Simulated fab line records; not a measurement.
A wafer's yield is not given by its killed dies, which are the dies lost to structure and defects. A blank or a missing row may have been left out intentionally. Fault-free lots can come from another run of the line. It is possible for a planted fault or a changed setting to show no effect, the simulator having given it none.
Struck lot and sound lot, side by side -- flow nand_harc -- 17 steps out of a route of 1302
Sound: the wafers L888.4, L888.5, L888.6. Struck: wafer L895.1. (L895.4, L895.5 of the same lot were not struck and are left out.) The cause comes at the end.
Each step with rows lists, per side, the tool, then ch with its chambers, then its first start. Under that, the readings that differ: sound wafers -- struck wafers -- difference of the means -- sigmas: that difference in standard deviations of wafers without a fault.
alike: readings whose means differ by less than 2 such deviations, and words and numbers that are the same on both sides. not compared: withheld readings, readings that some wafer has no value for, bounds like >300 that may hide the same value, and numbers for which the record gives no deviation and whose values overlap.
Wherever a step has rows on one side only, a row that says differs or no value, or a row with sigmas, the two part there. Numbers that don't overlap but have no deviation are shown without sigmas and don't part them. A reading that every wafer of one side lacks parts them only if that side has two wafers or more.

NHARC_P_M0_DESCUM_14: chemistry O2, time 3 s.
  sound on rie_diel-06 ch 0,1,2, day 10 08:26; struck on rie_diel-01 ch 1, day 13 03:37
  alike: drypump_motor_current_A, oes_product_au, rf_vpp_V, showerhead_plenum_p_Torr, throttle_valve_pct
  not compared: rf_hours_counter_h
then, 1 step without rows for these wafers: NHARC_P_M0_ETCH_34 (etches the open film in N2/H2, target depth 40 nm, overetch 12 nm, time 43.94 s).
NHARC_P_M0_ETCH_15: etches the open film in C4F8/Ar, target depth 150 nm, overetch 15 nm, time 82.5 s.
  sound: rie_diel-06 ch 0,1,2; struck: rie_diel-01 ch 0
  alike: bias_w, oes_product_au, rf_vpp_V
  not compared: rf_hours_counter_h
NHARC_P_M0_CD_MEAS_16:
  struck on cd_sem-01, day 13 03:54; sound on cd_sem-01, day 10 08:44
reading,sound,struck,difference,sigmas
cd_nm (nm),90.4 90.1 90.5,88.1,-2.2,-2
then, 4 steps without rows for these wafers: NHARC_P_M0_STRIP_18 (strips in N2/H2); NHARC_P_M0_STRIP_19 (strips in post etch residue remover, time 600 s); NHARC_P_M0_DEGAS_28 (time 60 s); NHARC_P_M0_PRE_CLEAN_29 (time 30 s).
NHARC_P_M0_PVD_20: deposits TaN, target thk 5 nm, time 8.06 s.
  sound on pvd_sputter-02; struck on pvd_sputter-02
  alike: throttle_valve_pct
NHARC_P_M0_PVD_21: deposits Cu, target thk 30 nm, time 20.49 s.
  sound on pvd_sputter-02; struck on pvd_sputter-02
  alike: throttle_valve_pct
then, 1 step without rows for these wafers: NHARC_P_M0_ECD_22 (material Cu, target thk 400 nm).
NHARC_P_M0_ANNEAL_30: time 90 s.
  sound on rtp_anneal-02 ch 0, day 10 10:20; struck on rtp_anneal-02 ch 0, day 13 05:15
  alike: wafer_temp_C_max
NHARC_P_M0_CMP_23: polishes, t overpolish 20 s, target thk 117.54 nm.
  sound on cmp-03 ch 1,2,3, day 10 10:35; struck on cmp-02 ch 2, day 13 05:38
  alike: motor_current_A, time_to_endpoint_s
following that, these wafers have no rows for 1 step: NHARC_P_M0_SRD_25.
NHARC_P_M0_INSPECT_27:
  struck on defect_inspect-01, day 13 06:05; sound on defect_inspect-02, day 10 11:01
reading,sound,struck,difference,sigmas
raw_defect_count,306 383 339,2384,+2041,+19
then, 1 step without rows for these wafers: NHARC_P_M0_PRE_CLEAN_31 (time 12 s).
-- record jumps: 18 days between struck wafers' starts before vs after; left off in module P_M0, resumes in module END, first step shown is number 1302 of the route --
NHARC_END_SORT_01:
  sound on prober-02 ch 0, day 28 19:54; struck on prober-01 ch 0, day 31 11:23
reading,sound,struck,difference,sigmas
defect_limited_yield (%),93.2 94.1 95.1,0,-94,-36
killed_at_array,42 34 26,74,+40,+2
killed_at_periphery,4 6 7,603,+597,+99 or more
killed_dies,46 40 33,677,+637,+35
sort_bin_3_pct (%),0.1 0.4 0,89.1,+88.9,+99 or more
sort_bin_4_pct (%),3.8 3.2 2.7,6.5,+3.3,+2
sort_n_pass,631 637 644,0,-637,-35
sort_rim_yield_pct (%),93 97 92,0,-94,-25
sort_yield_pct (%),93.2 94.1 95.1,0,-94,-36
  alike: killed_at_other, killed_open, killed_short, sort_bin_2_pct

## WHERE THEY PART
First at NHARC_P_M0_CD_MEAS_16; last, within this record, at NHARC_END_SORT_01.

WHY: what had been put in by the simulator
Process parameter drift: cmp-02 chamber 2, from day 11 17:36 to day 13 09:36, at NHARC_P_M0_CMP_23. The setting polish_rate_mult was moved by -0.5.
